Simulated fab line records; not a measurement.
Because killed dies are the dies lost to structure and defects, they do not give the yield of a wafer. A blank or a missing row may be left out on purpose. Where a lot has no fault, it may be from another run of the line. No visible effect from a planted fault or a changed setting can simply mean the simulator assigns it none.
Split-lot experiment | flow n5Finfet | 39 wafers read from 7 lots, route of 1938 steps

== THE SPLIT ITSELF ==
At N5_MOL_CONTACT_COAG_ETCH_124 (etches SiNx in CH3F/O2, stops on SiOC, target depth 6.5 nm), the setting targetDepthA was moved away from the recipe's 65 angstrom on 15 of the 39 wafers read, by -56.2% to +57.4%. The other wafers ran this setting at the recipe's value.

Reading taken at the split's own step.

== THE READING ==
SOC_of_MOL_CONTACT_COAG_COAT_62.thkNm (the simulator's own value, which no gauge read), in nm, at N5_MOL_CONTACT_COAG_ETCH_124 (etches SiNx in CH3F/O2, stops on SiOC, target depth 6.5 nm). No usual value for it is given in the file. Across the 24 wafers here that went through the recipe, the average is 48.4 nm and the standard deviation 0.27 nm.

wafer  | tool, chamber at the split | targetDepthA as run, angstrom | against the recipe | SOC_of_MOL_CONTACT_COAG_COAT_62.thkNm, nm | against lot-mates on the recipe
L074.1 | rieDiel-01, 3              | 28.45                         | -56.2%             | 50.2                                      | +2.1
L074.2 | rieDiel-01, 1              | 65                            | recipe             | 48                                        | -
L074.3 | rieDiel-01, 2              | 65                            | recipe             | 48.2                                      | -
L074.4 | rieDiel-01, 0              | 28.45                         | -56.2%             | 50                                        | +1.9
L074.5 | rieDiel-01, 2              | 28.45                         | -56.2%             | 50                                        | +1.9
L074.6 | rieDiel-01, 1              | 65                            | recipe             | 48                                        | -
L075.1 | rieDiel-02, 2              | 39.84                         | -38.7%             | 50                                        | +1.6
L075.2 | rieDiel-02, 1              | 65                            | recipe             | 48.6                                      | -
L075.3 | rieDiel-02, 3              | 39.84                         | -38.7%             | 49.4                                      | +1.0
L075.4 | rieDiel-02, 0              | 65                            | recipe             | 48.4                                      | -
L075.5 | rieDiel-02, 3              | 65                            | recipe             | 48.2                                      | -
L075.6 | rieDiel-02, 2              | 39.84                         | -38.7%             | 49.8                                      | +1.4
L080.1 | rieDiel-02, 2              | 65                            | recipe             | 48.8                                      | -
L080.2 | rieDiel-02, 1              | 65                            | recipe             | 48.8                                      | -
L080.3 | rieDiel-02, 0              | 65                            | recipe             | 48.4                                      | -
L080.4 | rieDiel-02, 3              | 65                            | recipe             | 48.6                                      | -
L080.5 | rieDiel-02, 1              | 65                            | recipe             | 48.6                                      | -
L080.6 | rieDiel-02, 2              | 65                            | recipe             | 48.8                                      | -
L085.1 | rieDiel-01, 0              | 102.3                         | +57.4%             | 46.6                                      | -1.6
L085.2 | rieDiel-01, 1              | 102.3                         | +57.4%             | 46.2                                      | -2.0
L085.3 | rieDiel-01, 2              | 65                            | recipe             | 48.2                                      | -
L085.4 | rieDiel-01, 3              | 65                            | recipe             | 48.2                                      | -
L085.5 | rieDiel-01, 0              | 102.3                         | +57.4%             | 46.6                                      | -1.6
L085.6 | rieDiel-01, 3              | 65                            | recipe             | 48.2                                      | -
L089.1 | rieDiel-01, 3              | 47.42                         | -27.0%             | 49.6                                      | +0.9
L089.2 | rieDiel-01, 0              | 47.42                         | -27.0%             | 49.8                                      | +1.1
L089.3 | rieDiel-01, 2              | 47.42                         | -27.0%             | 49.2                                      | +0.5
L089.4 | rieDiel-01, 2              | 65                            | recipe             | 48.4                                      | -
L089.5 | rieDiel-01, 3              | 65                            | recipe             | 49                                        | -
L089.6 | rieDiel-01, 0              | 65                            | recipe             | 48.6                                      | -
L090.1 | rieDiel-05, 2              | 65                            | recipe             | 48.2                                      | -
L090.2 | rieDiel-05, 1              | 65                            | recipe             | 48.6                                      | -
L090.3 | rieDiel-05, 3              | 94.82                         | +45.9%             | 47.2                                      | -1.1
L090.4 | rieDiel-05, 0              | 94.82                         | +45.9%             | 47.2                                      | -1.1
L090.5 | rieDiel-05, 2              | 65                            | recipe             | 48.2                                      | -
L090.6 | rieDiel-05, 3              | 94.82                         | +45.9%             | 47                                        | -1.3
L093.2 | rieDiel-02, 3              | 65                            | recipe             | 48.2                                      | -
L093.3 | rieDiel-02, 0              | 65                            | recipe             | 48.4                                      | -
L093.6 | rieDiel-02, 3              | 65                            | recipe             | 48.2                                      | -

THE FIT
A straight line over all 39 wafers: SOC_of_MOL_CONTACT_COAG_COAT_62.thkNm changes by -0.0319 nm for each +1% of targetDepthA; r = -0.96; the points scatter about the line by 0.27 nm.
The same after taking each lot's own level away (the mean of its wafers on the recipe; 39 wafers): -0.0316 nm for each +1%; r = -0.98; scatter 0.19 nm.
The reading moves by 1.8 nm for the largest change in targetDepthA, on that fit.
Across the lots, their own levels run from 48.07 to 48.67 nm, a range of 2.2 times the standard deviation given above.
The two slopes agree, so the slope changes little with the lot-to-lot level.
Check: for one of the wafers moved furthest among these (+57.4%), held out of the fit, the line's prediction against its lot-mates is -1.79 nm. Against them it came out at -1.6 nm.

== ADDITIONAL SPLITS CARRIED BY THESE WAFERS ==
These wafers also went through other splits before the reading. Each is held against what the fit with the lots' levels taken away leaves over:
other split on the same wafers        | wafers away from the commonest value | r with SOC_of_MOL_CONTACT_COAG_COAT_62.thkNm (lot level and that fit taken away)
N5_ZERO_LAYER_DEVELOP_10 developTimeS | 18                                   | -0.22
N5_FIN_SAQP_PECVD_06 timeS            | 9                                    | -0.21
N5_SD_EPI_N_DESCUM_14 timeS           | 15                                   | -0.13
N5_HKMG_FIN_ETCH_58 targetDepthA      | 18                                   | -0.05

== THE WHOLE CHAIN: every reading that the file lists as answering this split, in the file's order ==
step                         | what it does                                               | reading                                                                                | change (the file's fit)                                                             | r (the file's)
N5_MOL_CONTACT_COAG_ETCH_124 | etches SiNx in CH3F/O2, stops on SiOC, target depth 6.5 nm | etch.depthNm (the simulator's own value, which no gauge read)                          | not straight: 2.853 at the lowest setting, 4.994 at the recipe, 4.98 at the highest | not given
N5_MOL_CONTACT_COAG_ETCH_124 | etches SiNx in CH3F/O2, stops on SiOC, target depth 6.5 nm | SOC_of_MOL_CONTACT_COAG_COAT_62.thkNm (the simulator's own value, which no gauge read) | -0.0317 nm for each +1% of the setting                                              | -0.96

== FILE'S OWN FIT ==
SOC_of_MOL_CONTACT_COAG_COAT_62.thkNm changes by -0.0317 nm for each +1% of targetDepthA, r = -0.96.
